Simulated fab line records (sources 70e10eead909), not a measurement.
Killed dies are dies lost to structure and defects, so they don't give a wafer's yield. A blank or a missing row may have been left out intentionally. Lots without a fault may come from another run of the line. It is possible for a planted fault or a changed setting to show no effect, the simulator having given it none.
fab line records	flow nand-harc
record lots=5	wafers=15	last-day=32
route steps=1302 shown A_SLIT@922 A_SIN_REMOVE@947
lots with no fault: from the same line, run without faults
start-h: the number of hours between the record's first day and the start of the first shown wafer of the lot	wait-h: time in hours since the lot's previous step	" the same as in the row above	L1.1+2: a row that stands for several wafers	- value missing, or start not given	* or withheld: withheld	< > ~ a bound
route shown NAME@n: a module of which the file shows steps, and the number in the route of the first	usual: mean/standard deviation taken from wafers without a fault	same: alike in all rows	chamber/n: place in a boat	sites: the reading at each site	_std_site: standard deviation across them	_edge_site: outer sites' mean less inner sites'	radius-mm: how far each site lies from the wafer's centre	mask NAME#n: copy n	behind: the tool/chamber that last shaped the wafer	hold: why the lot was held/for how many hours/how that ended	device: which transistor (n, p or np) failed to switch	end of line: at the end of the route, the tests of the same wafers	step lacking rows: just its recipe	killed: not the wafer's yield, but the dies lost to structure and defects at the first sort	map: dies across one wafer; x = killed, . = not, _ = none there
set.NAME: the setting that was run; set.NAME@STEP: the one run at that earlier step	model.NAME: the simulator's own value behind a step, which no gauge read
a table for each step, a row for each wafer; lots at some steps of the route
services: when a tool's chamber went out of use (start-h, in hours from the record's first day, below 0 if earlier), for how many hours, and the reason
## steps
# step NHARC_A_SLIT_DEP_25
# recipe target-thk-a=2000	temp-c=400	pressure-torr=6.5	rf-w=900	teos-flow-sccm=161.4	flow-sccm=2650	target-thk-nm=200	gas=O2	material=SiO2
# usual heater-power-w=543/79	rf-fwd-power-W=897.1/2.7	throttle-valve-pct=15.8/0.44
lot.wafer	tool	chamber	start-h	wait-h	heater-power-w	rf-fwd-power-W	throttle-valve-pct
L074.1	pecvd-03	2	419.08	0.1	457	893.5	15.1
L074.4	"	1	"	"	484	895.4	15.8
L074.5	"	0	"	"	566	898.2	14.6
L082.1	pecvd-02	1	513.79	0.1	469	905.1	15.1
L082.6	"	1	"	"	464	901.5	15.4
L082.5	"	2	"	"	602	894.4	15.9
L085.2	pecvd-02	0	524.43	0.1	618	901.0	16.1
L085.5	"	2	"	"	571	892.6	16.0
L085.4	"	0	"	"	612	901.6	15.7
L087.5	pecvd-04	2	547.14	0.2	502	893.9	16.0
L087.6	"	0	"	"	555	898.9	15.9
L087.4	"	1	"	"	377	896.8	16.3
L096.3	pecvd-03	1	638.53	0.1	539	902.0	16.3
L096.5	"	0	"	"	599	893.3	15.1
L096.6	"	1	"	"	553	900.3	16.3
# step NHARC_A_SLIT_DEP_00
# recipe target-thk-a=62000	temp-c=400	material=aC
# usual throttle-valve-pct=35.000/0.0093
lot.wafer	tool	chamber	start-h	wait-h	throttle-valve-pct
L074.1	acl-dep-02	0	422.38	-	34.991
L074.4	"	0	424.28	-	35.004
L074.5	"	0	"	"	35.006
L082.1	acl-dep-03	0	514.10	-	34.992
L082.5	"	0	516.62	-	35.005
L082.6	"	0	"	"	35.003
L085.2	acl-dep-03	0	525.35	-	35.002
L085.4	"	0	526.60	-	35.010
L085.5	"	0	"	"	35.001
L087.4	acl-dep-03	0	549.21	-	35.001
L087.5	"	0	"	"	35.000
L087.6	"	0	"	"	35.007
L096.3	acl-dep-02	0	640.10	-	35.001
L096.5	"	0	641.37	-	34.985
L096.6	"	0	"	"	35.001
# step NHARC_A_SLIT_DEP_23
# recipe target-thk-a=1000	target-thk-nm=100	temp-c=400	pressure-torr=3.5	flow-sccm=200	rf-w=350	material=SiON
# usual heater-power-w=753/76	rf-fwd-power-W=348.6/1.2
lot.wafer	tool	chamber	start-h	wait-h	heater-power-w	rf-fwd-power-W
L074.1	pecvd-03	2	426.20	3.2	653	349.8
L074.5	"	2	"	"	668	347.2
L074.4	"	0	"	"	802	348.0
L082.1	pecvd-03	1	517.97	3.2	767	350.2
L082.5	"	0	"	"	847	350.7
L082.6	"	1	"	"	769	348.3
L085.2	pecvd-04	2	528.66	2.7	724	349.0
L085.4	"	1	"	"	623	348.0
L085.5	"	2	"	"	713	349.7
L087.5	pecvd-02	1	551.17	0.7	619	350.3
L087.4	"	2	"	"	781	347.1
L087.6	"	0	"	"	757	347.9
L096.3	pecvd-03	2	642.75	2.0	792	349.1
L096.6	"	2	"	"	660	349.5
L096.5	"	0	"	"	771	349.5
# step NHARC_A_SLIT_DEHYDRATE_01
# recipe temp-c=150	time-s=120
lot.wafer	tool	chamber	start-h	wait-h
L074.1+4+5	litho-track-04	0	426.47	0.2
L082.1+5+6	litho-track-01	0	518.18	0.2
L085.2+4+5	litho-track-01	0	528.91	0.2
L087.4+5+6	litho-track-01	0	551.35	0.1
L096.3+5+6	litho-track-04	0	643.03	0.2
# step NHARC_A_SLIT_HMDS_02
# recipe time-s=30
lot.wafer	tool	chamber	start-h	wait-h
L074.1+4+5	litho-track-04	0	-	-
L082.1+5+6	litho-track-01	0	-	-
L085.2+4+5	litho-track-01	0	-	-
L087.4+5+6	litho-track-01	0	-	-
L096.3+5+6	litho-track-04	0	-	-
# step NHARC_A_SLIT_COAT_03
# recipe spin-rpm=1500	resist-thk-nm=90
lot.wafer	tool	chamber	start-h	wait-h
L074.1+4+5	litho-track-04	0	-	-
L082.1+5+6	litho-track-01	0	-	-
L085.2+4+5	litho-track-01	0	-	-
L087.4+5+6	litho-track-01	0	-	-
L096.3+5+6	litho-track-04	0	-	-
# step NHARC_A_SLIT_SOFTBAKE_04
# recipe temp-c=105	time-s=55
lot.wafer	tool	chamber	start-h	wait-h
L074.1+4+5	litho-track-04	0	-	-
L082.1+5+6	litho-track-01	0	-	-
L085.2+4+5	litho-track-01	0	-	-
L087.4+5+6	litho-track-01	0	-	-
L096.3+5+6	litho-track-04	0	-	-
# step NHARC_A_SLIT_EBR_05
lot.wafer	tool	chamber	start-h	wait-h
L074.1+4+5	litho-track-04	0	-	-
L082.1+5+6	litho-track-01	0	-	-
L085.2+4+5	litho-track-01	0	-	-
L087.4+5+6	litho-track-01	0	-	-
L096.3+5+6	litho-track-04	0	-	-
# step NHARC_A_SLIT_EXPOSE_06
# recipe na=1.35	dose-mj=60.82	mask-id=SLIT
# usual focus-offset-nm=-0.1/0.48
lot.wafer	tool	chamber	start-h	wait-h	mask	focus-offset-nm
L074.1	arfi-scanner-03	0	426.62	-	SLIT#0	-0.5
L074.4	"	0	"	"	SLIT#0	0.0
L074.5	"	0	"	"	SLIT#0	0.6
L082.1	arfi-scanner-02	0	518.45	-	SLIT#0	0.8
L082.5	"	0	"	"	SLIT#0	0.7
L082.6	"	0	"	"	SLIT#0	0.2
L085.2	arfi-scanner-01	0	529.18	-	SLIT#0	0.8
L085.4	"	0	"	"	SLIT#0	-0.1
L085.5	"	0	"	"	SLIT#0	0.4
L087.4	arfi-scanner-02	0	551.63	-	SLIT#0	0.2
L087.5	"	0	"	"	SLIT#0	0.0
L087.6	"	0	"	"	SLIT#0	-0.4
L096.3	arfi-scanner-02	0	643.30	-	SLIT#0	0.4
L096.5	"	0	"	"	SLIT#0	0.3
L096.6	"	0	"	"	SLIT#0	-0.1
# step NHARC_A_SLIT_PEB_07
# recipe peb-temp-c=100	peb-time-s=65
lot.wafer	tool	chamber	start-h	wait-h
L074.1+4+5	litho-track-01	0	426.68	0.1
L082.1+5+6	litho-track-01	0	518.51	0.1
L085.2+4+5	litho-track-06	0	529.23	0.1
L087.4+5+6	litho-track-01	0	551.68	0.0
L096.3+5+6	litho-track-04	0	643.36	0.0
# step NHARC_A_SLIT_DEVELOP_08
# recipe develop-time-s=35	dev-temp-c=23
lot.wafer	tool	chamber	start-h	wait-h
L074.1+4+5	litho-track-01	0	-	-
L082.1+5+6	litho-track-01	0	-	-
L085.2+4+5	litho-track-06	0	-	-
L087.4+5+6	litho-track-01	0	-	-
L096.3+5+6	litho-track-04	0	-	-
# step NHARC_A_SLIT_CD_MEAS_09
# recipe target-cd-nm=300	landing-energy-ev=500
# usual cd-nm=299.9/0.57
lot.wafer	tool	chamber	start-h	wait-h	cd-nm
L074.1	cd-sem-02	0	426.76	-	299.4
L074.4	"	0	"	"	299.1
L074.5	"	0	"	"	299.8
L082.1	cd-sem-03	0	518.59	-	299.7
L082.5	"	0	"	"	300.0
L082.6	"	0	"	"	299.8
L085.2	cd-sem-01	0	529.32	-	299.9
L085.4	"	0	"	"	300.7
L085.5	"	0	"	"	300.0
L087.4	cd-sem-01	0	551.76	-	299.8
L087.5	"	0	"	"	300.0
L087.6	"	0	"	"	300.1
L096.3	cd-sem-02	0	643.44	-	299.2
L096.5	"	0	"	"	299.3
L096.6	"	0	"	"	300.2
# step NHARC_A_SLIT_OVL_MEAS_10
# usual overlay-x-nm=-0.2/0.94	overlay-y-nm=-0.1/1
lot.wafer	tool	chamber	start-h	wait-h	overlay-x-nm	overlay-y-nm
L074.1	overlay-02	-	426.84	-	-0.5	2.0
L074.4	"	-	"	"	0.0	2.5
L074.5	"	-	"	"	-0.5	1.3
L082.1	overlay-02	-	518.67	-	0.7	1.6
L082.5	"	-	"	"	0.6	1.5
L082.6	"	-	"	"	0.0	1.6
L085.2	overlay-02	-	529.40	-	0.5	-1.5
L085.4	"	-	"	"	0.2	-1.2
L085.5	"	-	"	"	0.5	-0.8
L087.4	overlay-02	-	551.85	-	-2.3	-0.9
L087.5	"	-	"	"	-1.7	-0.3
L087.6	"	-	"	"	-1.4	-0.7
L096.3	overlay-02	-	643.52	-	1.2	0.0
L096.5	"	-	"	"	1.2	-0.6
L096.6	"	-	"	"	0.9	-0.6
# step NHARC_A_SLIT_INSPECT_11
# usual raw-defect-count=64/30
lot.wafer	tool	chamber	start-h	wait-h	raw-defect-count
L074.1	defect-inspect-02	-	426.88	0.0	72
L074.4	"	-	"	"	65
L074.5	"	-	"	"	61
L082.1	defect-inspect-02	-	518.71	0.0	18
L082.5	"	-	"	"	27
L082.6	"	-	"	"	21
L085.2	defect-inspect-01	-	529.44	0.0	31
L085.4	"	-	"	"	41
L085.5	"	-	"	"	33
L087.4	defect-inspect-02	-	551.88	0.0	58
L087.5	"	-	"	"	56
L087.6	"	-	"	"	70
L096.3	defect-inspect-02	-	643.56	0.0	34
L096.5	"	-	"	"	41
L096.6	"	-	"	"	25
# step NHARC_A_SLIT_DESCUM_14
# recipe time-s=3	o2-flow-sccm=200	ar-flow-sccm=0	bias-power-w=0	chemistry=O2
# usual drypump-motor-current-A=5.6/0.45	oes-product-au=0.996/0.011	rf-vpp-V=57.8/0.94	showerhead-plenum-p-Torr=1.94/0.058	throttle-valve-pct=11.310/0.0092
lot.wafer	tool	chamber	start-h	wait-h	drypump-motor-current-A	oes-product-au	rf-hours-counter-h	rf-vpp-V	showerhead-plenum-p-Torr	throttle-valve-pct
L074.4	rie-diel-10	0	426.94	0.1	6.6	1.006	1.3	59.1	1.88	11.306
L074.1	"	3	"	"	6.2	0.973	2.0	57.1	1.92	11.324
L074.5	"	1	"	"	6.4	1.022	-	59.2	1.99	11.317
L082.1	rie-diel-03	2	518.79	0.1	5.2	0.989	2.9	58.1	1.94	11.319
L082.5	"	0	"	"	5.3	0.985	-	56.9	1.99	11.321
L082.6	"	2	"	"	5.2	0.993	-	56.8	1.94	11.320
L085.2	rie-diel-03	2	529.50	0.1	5.2	0.987	4.4	57.4	1.94	11.294
L085.4	"	2	"	"	5.2	0.994	-	58.0	1.94	11.326
L085.5	"	0	"	"	5.3	0.991	-	58.7	1.99	11.296
L087.4	rie-diel-05	0	551.96	0.1	6.2	0.989	3.4	56.1	1.85	11.310
L087.5	"	2	"	"	5.8	1.015	-	59.5	1.99	11.320
L087.6	"	3	"	"	5.8	0.973	-	57.5	1.95	11.312
L096.3	rie-diel-03	3	643.63	0.1	5.5	0.990	2.0	56.3	1.88	11.320
L096.5	"	2	"	"	5.2	0.988	-	59.4	1.94	11.322
L096.6	"	3	"	"	5.5	1.000	-	56.9	1.88	11.327
# step NHARC_A_SLIT_ETCH_24
# recipe target-depth-a=1210	time-s=60.5	cf4-flow-sccm=100	chf3-flow-sccm=30	ar-flow-sccm=0	rf-w=500	bias-w=200	chemistry=CF4/CHF3
# usual drypump-motor-current-A=5.6/0.46	oes-product-au=0.954/0.02	rf-fwd-power-W=495.4/1.9	rf-vpp-V=371.3/1.7	showerhead-plenum-p-Torr=1.60/0.045	throttle-valve-pct=16.802/0.009
lot.wafer	tool	chamber	start-h	wait-h	drypump-motor-current-A	oes-product-au	rf-fwd-power-W	rf-hours-counter-h	rf-vpp-V	showerhead-plenum-p-Torr	throttle-valve-pct
L074.1	rie-diel-10	0	427.03	0.1	6.6	0.956	497.1	1.3	369.1	1.55	16.793
L074.4	"	2	"	"	5.3	0.982	498.0	2.0	367.8	1.50	16.813
L074.5	"	1	"	"	6.4	0.976	496.0	-	372.0	1.63	16.800
L082.1	rie-diel-03	0	518.89	0.1	5.3	0.900	494.6	2.2	372.7	1.63	16.801
L082.5	"	1	"	"	5.2	0.898	497.0	-	371.0	1.67	16.797
L082.6	"	2	"	"	5.2	0.905	495.1	-	371.2	1.59	16.800
L085.2	rie-diel-03	2	529.60	0.1	5.2	0.949	495.8	4.4	370.8	1.59	16.805
L085.4	"	2	"	"	5.2	0.957	498.0	-	371.8	1.59	16.802
L085.5	"	3	"	"	5.5	0.956	493.1	-	368.3	1.55	16.803
L087.4	rie-diel-05	2	552.03	0.1	5.8	0.935	494.0	7.3	372.0	1.63	16.802
L087.6	"	1	"	"	5.8	0.923	492.5	-	372.2	1.62	16.800
L087.5	"	2	"	"	5.8	0.941	493.5	-	372.4	1.63	16.800
L096.3	rie-diel-03	1	643.70	0.1	5.2	0.999	498.1	1.8	373.4	1.66	16.809
L096.6	"	1	"	"	5.2	0.995	496.0	-	373.6	1.66	16.791
L096.5	"	2	"	"	5.2	0.950	497.5	-	370.2	1.59	16.797
# step NHARC_A_SLIT_ETCH_15
# recipe target-depth-a=62000	over-etch-frac=0.3	time-s=1612	ion-energy-ev=150	o2-flow-sccm=400	cos-flow-sccm=20	ar-flow-sccm=0	rf-w=500	bias-w=300	chemistry=O2/COS
# usual drypump-motor-current-A=5.6/0.46	oes-product-au=0.996/0.011	rf-fwd-power-W=500.0/1.5	rf-vpp-V=314.8/1.4	showerhead-plenum-p-Torr=3.17/0.093	throttle-valve-pct=28.329/0.0086
lot.wafer	tool	chamber	start-h	wait-h	drypump-motor-current-A	oes-product-au	rf-fwd-power-W	rf-hours-counter-h	rf-vpp-V	showerhead-plenum-p-Torr	throttle-valve-pct
L074.1	rie-diel-10	2	-	-	5.3	1.015	501.1	2.2	313.0	2.98	28.333
L074.4	"	3	"	"	6.2	0.978	498.9	2.3	313.6	3.14	28.322
L074.5	"	0	"	"	6.6	1.006	500.4	-	313.0	3.07	28.341
L082.1	rie-diel-03	2	-	-	5.2	0.986	499.5	3.2	314.7	3.16	28.323
L082.6	"	3	"	"	5.5	0.998	501.6	-	314.1	3.08	28.341
L082.5	"	0	"	"	5.3	0.984	502.0	-	315.9	3.24	28.327
L085.4	rie-diel-03	2	-	-	5.2	0.992	498.8	4.7	313.3	3.16	28.337
L085.2	"	3	"	"	5.5	1.001	499.0	4.2	314.0	3.08	28.331
L085.5	"	1	"	"	5.2	0.985	498.5	-	316.5	3.30	28.322
L087.4	rie-diel-05	2	-	-	5.8	1.014	498.3	7.6	315.9	3.23	28.327
L087.6	"	0	"	"	6.1	1.001	500.1	-	313.7	3.03	28.351
L087.5	"	1	"	"	5.8	1.003	502.1	-	315.0	3.22	28.329
L096.3	rie-diel-03	3	-	-	5.5	1.005	500.8	2.2	312.4	3.07	28.339
L096.6	"	0	"	"	5.3	0.989	498.9	-	317.0	3.24	28.316
L096.5	"	1	"	"	5.2	1.021	501.0	-	317.3	3.30	28.343
# step NHARC_A_SLIT_ETCH_17
# recipe bias-v=900	source-w=withheld	pressure-mtorr=20	ar-flow-sccm=375	c4f8-flow-sccm=83.3	o2-flow-sccm=41.7	time-s=4254.5	target-depth-a=2.03e+05	chemistry=C4F8/O2/Ar
# usual drypump-motor-current-A=6.37/0.21	showerhead-plenum-p-Torr=3.70/0.16	throttle-valve-pct=32.045/0.0089
lot.wafer	tool	chamber	start-h	wait-h	drypump-motor-current-A	rf-hours-counter-h	showerhead-plenum-p-Torr	throttle-valve-pct
L074.1	har-etch-01	0	428.80	-	6.46	252	3.63	32.061
L074.4	"	0	430.00	-	6.49	-	3.63	32.032
L074.5	"	0	431.20	-	6.45	-	3.63	32.051
L082.1	har-etch-01	1	520.05	-	6.54	309	3.52	32.045
L082.6	"	1	522.50	-	6.52	-	3.52	32.054
L082.5	"	0	"	"	6.47	-	3.61	32.054
L085.2	har-etch-01	1	534.34	-	6.53	321	3.52	32.045
L085.4	"	0	536.16	-	6.49	-	3.60	32.042
L085.5	"	1	"	"	6.52	-	3.52	32.044
L087.4	har-etch-01	0	555.03	-	6.48	-	3.60	32.039
L087.6	"	1	"	"	6.53	-	3.51	32.048
L087.5	"	0	"	"	6.43	-	3.60	32.053
L096.3	har-etch-02	0	646.66	-	6.47	-	3.85	32.062
L096.5	"	1	"	"	6.01	-	3.83	32.056
L096.6	"	0	"	"	6.48	-	3.85	32.060
# step NHARC_A_SLIT_ETCH_26
# recipe bias-v=400	source-w=2000	pressure-mtorr=25	time-s=90	ar-flow-sccm=375	c4f8-flow-sccm=41.7	o2-flow-sccm=83.3	target-depth-a=4000	chemistry=C4F8/O2/Ar
# usual drypump-motor-current-A=6.38/0.21	rf-fwd-power-W=1989/7.2	showerhead-plenum-p-Torr=3.73/0.16	throttle-valve-pct=27.619/0.0085
lot.wafer	tool	chamber	start-h	wait-h	drypump-motor-current-A	rf-fwd-power-W	rf-hours-counter-h	showerhead-plenum-p-Torr	throttle-valve-pct
L074.1	har-etch-01	0	431.83	2.4	6.47	1998	255	3.66	27.625
L074.4	"	0	"	"	6.44	1993	-	3.66	27.621
L074.5	"	0	"	"	6.45	1992	-	3.66	27.615
L082.1	har-etch-01	1	523.72	3.1	6.50	1995	312	3.55	27.615
L082.6	"	1	"	"	6.49	1997	-	3.55	27.624
L082.5	"	0	"	"	6.44	1991	-	3.64	27.616
L085.2	har-etch-01	1	537.97	3.0	6.53	1987	324	3.54	27.618
L085.4	"	0	"	"	6.49	1993	-	3.63	27.615
L085.5	"	1	"	"	6.56	1985	-	3.54	27.615
L087.4	har-etch-01	0	556.95	1.3	6.46	2005	-	3.63	27.634
L087.6	"	1	"	"	6.51	1989	-	3.54	27.618
L087.5	"	0	"	"	6.47	1994	-	3.63	27.618
L096.3	har-etch-02	0	648.55	1.3	6.47	1974	-	3.88	27.625
L096.5	"	1	"	"	6.00	2011	-	3.86	27.623
L096.6	"	0	"	"	6.44	1982	-	3.88	27.618
# step NHARC_A_SLIT_STRIP_28
# recipe o2-flow-sccm=400	cos-flow-sccm=20	ar-flow-sccm=0	bias-w=0	chemistry=O2/COS
lot.wafer	tool	chamber	start-h	wait-h
L074.1+5+4	rie-diel-05	1,1,2	432.60	0.7
L082.1+5+6	rie-diel-03	2,3,0	524.53	0.8
L085.2+4+5	rie-diel-03	1,3,1	538.77	0.8
L087.4+6+5	rie-diel-10	1,3,0	557.67	0.7
L096.3+5+6	rie-diel-05	3,1,2	649.28	0.7
# step NHARC_A_SLIT_ETCH_29
# recipe target-depth-a=1000	overetch-a=100	time-s=55	ion-energy-ev=100	cf4-flow-sccm=80	o2-flow-sccm=20	ar-flow-sccm=0	rf-w=300	bias-w=100	chemistry=CF4/O2
# usual drypump-motor-current-A=5.7/0.49	oes-product-au=0.996/0.012	rf-fwd-power-W=297.0/1.2	rf-vpp-V=198.1/1.3	showerhead-plenum-p-Torr=1.35/0.042	throttle-valve-pct=13.397/0.01
lot.wafer	tool	chamber	start-h	wait-h	drypump-motor-current-A	oes-product-au	rf-fwd-power-W	rf-hours-counter-h	rf-vpp-V	showerhead-plenum-p-Torr	throttle-valve-pct
L074.1	rie-diel-05	3	432.72	0.1	5.7	0.987	295.0	2	198.6	1.36	13.404
L074.5	"	1	"	"	5.8	1.001	293.9	-	200.0	1.38	13.383
L074.4	"	2	"	"	5.8	1.004	295.9	-	198.3	1.39	13.398
L082.1	rie-diel-03	0	524.63	0.1	5.3	0.985	295.8	4	199.2	1.39	13.413
L082.5	"	3	"	"	5.5	1.007	297.4	-	198.0	1.32	13.396
L082.6	"	0	"	"	5.3	0.993	295.9	-	200.2	1.39	13.392
L085.2	rie-diel-03	0	538.86	0.1	5.3	0.964	297.4	5	199.6	1.39	13.405
L085.4	"	2	"	"	5.2	0.994	299.2	5	197.9	1.35	13.383
L085.5	"	3	"	"	5.5	0.996	297.0	-	197.3	1.32	13.399
L087.4	rie-diel-10	3	557.76	0.1	6.2	0.987	296.7	10	198.0	1.34	13.420
L087.6	"	1	"	"	6.4	0.997	297.1	-	199.7	1.38	13.393
L087.5	"	2	"	"	5.3	1.008	298.5	-	195.8	1.27	13.406
L096.3	rie-diel-05	0	649.37	0.1	6.2	0.979	295.6	5	195.5	1.29	13.399
L096.6	"	2	"	"	5.8	1.010	296.0	-	197.3	1.38	13.412
L096.5	"	3	"	"	5.7	0.995	296.9	-	198.1	1.36	13.401
# step NHARC_A_SLIT_STRIP_18
# recipe o2-flow-sccm=500	ar-flow-sccm=0	bias-w=0	chemistry=O2
# usual drypump-motor-current-A=5.7/0.5	oes-product-au=0.996/0.012	rf-vpp-V=57.9/0.87	showerhead-plenum-p-Torr=3.56/0.11	throttle-valve-pct=17.037/0.0088
lot.wafer	tool	chamber	start-h	wait-h	drypump-motor-current-A	oes-product-au	rf-hours-counter-h	rf-vpp-V	showerhead-plenum-p-Torr	throttle-valve-pct
L074.1	rie-diel-05	2	-	-	5.8	1.026	2	57.7	3.66	17.050
L074.5	"	2	"	"	5.8	1.026	-	58.8	3.66	17.031
L074.4	"	1	"	"	5.8	1.011	-	59.1	3.64	17.036
L082.1	rie-diel-03	2	-	-	5.2	1.000	4	56.9	3.57	17.027
L082.6	"	2	"	"	5.2	0.996	-	58.0	3.57	17.020
L082.5	"	3	"	"	5.5	1.000	-	57.6	3.48	17.022
L085.4	rie-diel-03	1	-	-	5.2	0.982	4	58.6	3.73	17.044
L085.2	"	3	"	"	5.5	1.003	5	57.4	3.48	17.041
L085.5	"	1	"	"	5.2	0.979	-	60.0	3.73	17.060
L087.4	rie-diel-10	2	-	-	5.3	1.006	10	57.8	3.37	17.030
L087.5	"	1	"	"	6.4	1.000	-	58.5	3.65	17.028
L087.6	"	2	"	"	5.3	1.014	-	57.5	3.37	17.033
L096.3	rie-diel-05	3	-	-	5.7	0.992	5	59.6	3.59	17.019
L096.6	"	3	"	"	5.8	0.998	-	57.5	3.58	17.026
L096.5	"	0	"	"	6.2	0.993	-	58.7	3.42	17.031
# step NHARC_A_SLIT_PRECLEAN_19
# recipe time-s=*	temp-c=50	bath-age-min=0	chemistry=SC1
# same bath-age-min=0
lot.wafer	tool	chamber	start-h	wait-h
L074.4+1+5	wet-bench-02	0,1,5	433.16	-
L082.5+1+6	wet-bench-04	2,4,7	525.08	-
L085.5+2+4	wet-bench-04	4,6,7	539.27	-
L087.6+4+5	wet-bench-02	6,7,2	558.14	-
L096.6+5+3	wet-bench-02	3,4,5	649.75	-
# step NHARC_A_SLIT_SRD_20
lot.wafer	tool	chamber	start-h	wait-h
L074.4+1+5	wet-bench-02	0,1,5	-	-
L082.5+1+6	wet-bench-04	2,4,7	-	-
L085.5+2+4	wet-bench-04	4,6,7	-	-
L087.6+4+5	wet-bench-02	6,7,2	-	-
L096.6+5+3	wet-bench-02	3,4,5	-	-
# step NHARC_A_SLIT_CD_MEAS_21
# usual cd-nm=289.7/0.8
lot.wafer	tool	chamber	start-h	wait-h	cd-nm
L074.1	cd-sem-03	-	433.30	-	289.4
L074.4	"	-	"	"	288.5
L074.5	"	-	"	"	288.8
L082.1	cd-sem-01	-	525.23	-	289.8
L082.5	"	-	"	"	291.0
L082.6	"	-	"	"	290.3
L085.2	cd-sem-03	-	539.40	-	289.4
L085.4	"	-	"	"	288.7
L085.5	"	-	"	"	289.2
L087.4	cd-sem-03	-	558.30	-	290.6
L087.5	"	-	"	"	290.4
L087.6	"	-	"	"	290.7
L096.3	cd-sem-03	-	649.90	-	290.1
L096.5	"	-	"	"	290.8
L096.6	"	-	"	"	290.3
# step NHARC_A_SIN_REMOVE_WET_00
# recipe temp-c=160	time-s=15300	chemistry=H3PO4
lot.wafer	tool	chamber	start-h	wait-h
L074.1+4+5	wet-h3po4-02	1	434.98	1.7
L082.1+5+6	wet-h3po4-01	1	526.90	1.7
L085.2+4+5	wet-h3po4-01	0	542.53	3.1
L087.4+5+6	wet-h3po4-01	0	559.96	1.7
L096.3+5+6	wet-h3po4-01	1	651.56	1.7
# step NHARC_A_SIN_REMOVE_PRECLEAN_01
# recipe time-s=*	temp-c=50	bath-age-min=0	chemistry=SC1
# same bath-age-min=0
lot.wafer	tool	chamber	start-h	wait-h
L074.1+5+4	wet-bench-06	7,0,3	439.83	0.0
L082.5+6+1	wet-bench-06	0,1,2	531.70	0.0
L085.2+5+4	wet-bench-03	7,2,3	547.32	0.0
L087.6+4+5	wet-bench-06	5,7,0	564.76	0.0
L096.6+3+5	wet-bench-06	2,3,4	656.38	0.0
# step NHARC_A_SIN_REMOVE_SRD_02
lot.wafer	tool	chamber	start-h	wait-h
L074.1+5+4	wet-bench-06	7,0,3	-	-
L082.5+6+1	wet-bench-06	0,1,2	-	-
L085.2+5+4	wet-bench-03	7,2,3	-	-
L087.6+4+5	wet-bench-06	5,7,0	-	-
L096.6+3+5	wet-bench-06	2,3,4	-	-
## services
tool	chamber	start-h	hours	kind
rie-diel-10	-	395.50	9.0	pm
wet-bench-02	-	396.02	8.0	pm
rie-diel-10	0	420.97	1.8	repair
rie-diel-05	0	424.21	52.0	repair
rie-diel-03	-	434.30	9.0	pm
rie-diel-05	2	455.23	1.5	repair
wet-bench-06	-	476.75	3.1	repair
rie-diel-10	0	479.45	10.7	repair
litho-track-01	-	481.00	7.0	pm
rie-diel-03	3	512.88	5.9	repair
wet-bench-06	-	521.60	8.0	pm
rie-diel-03	1	522.15	7.5	repair
rie-diel-05	0	526.73	8.2	repair
litho-track-04	-	529.00	7.0	pm
rie-diel-03	0	549.00	8.6	repair
rie-diel-05	-	559.60	9.0	pm
rie-diel-03	-	562.34	0.5	repair
wet-bench-02	-	572.02	8.0	pm
rie-diel-10	-	572.50	9.0	pm
rie-diel-03	-	587.09	13.5	repair
rie-diel-05	3	589.82	5.5	repair
rie-diel-10	2	594.51	12.0	repair
rie-diel-03	-	611.30	9.0	pm
litho-track-01	-	656.00	7.0	pm
## key
fault none
